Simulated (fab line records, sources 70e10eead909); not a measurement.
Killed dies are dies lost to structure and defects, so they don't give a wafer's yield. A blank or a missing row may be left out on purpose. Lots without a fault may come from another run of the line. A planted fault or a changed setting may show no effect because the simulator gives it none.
Chamber matching | flow nand_harc | NHARC_A_STAIRCASE_ETCH_253 on rie_diel-06: 4 sister chambers
The step etches the open film in C4F8/O2, target depth 50 nm, time 20.2 s. 4 wafers are shown with their chamber, then 7 later ones without.

WAFERS WITH THEIR CHAMBER
wafer  | chamber | rf_vpp_V (V)
L082.2 | 0       | 890
L082.5 | 2       | 897
L088.1 | 3       | 896
L088.3 | 1       | 907

WAFERS WITHOUT THEIR CHAMBER
wafer  | rf_vpp_V (V)
L088.6 | 907
L090.2 | 906
L090.3 | 894
L090.6 | 905
L092.1 | 896
L092.2 | 891
L092.5 | 895

WHICH CHAMBER EACH WENT THROUGH
wafer  | from the rows above          | in truth
L088.6 | 1                            | 1
L090.2 | 1                            | 1
L090.3 | can't be placed: 3 or 2 or 0 | 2
L090.6 | 1                            | 1
L092.1 | can't be placed: 3 or 2      | 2
L092.2 | 0                            | 0
L092.5 | can't be placed: 3 or 2      | 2
Placed correctly: 4 of 7. Can't be placed from these rows: 3 (the true chamber is among the candidates in 3). Placed wrongly: 0.
How it was worked out, from the rows above alone: a wafer's distance from a chamber is the root of the sum, over the readings, of the square of ((its reading less the chamber's mean) divided by the reading's scatter). The wafer belongs to the nearest chamber; if the next one is less than 2 further off, it can't be placed. A chamber's mean is the mean of its shown wafers. The scatter: with one shown wafer a chamber, the root of the mean of the squares of how far each hidden wafer lies from its nearest shown one.
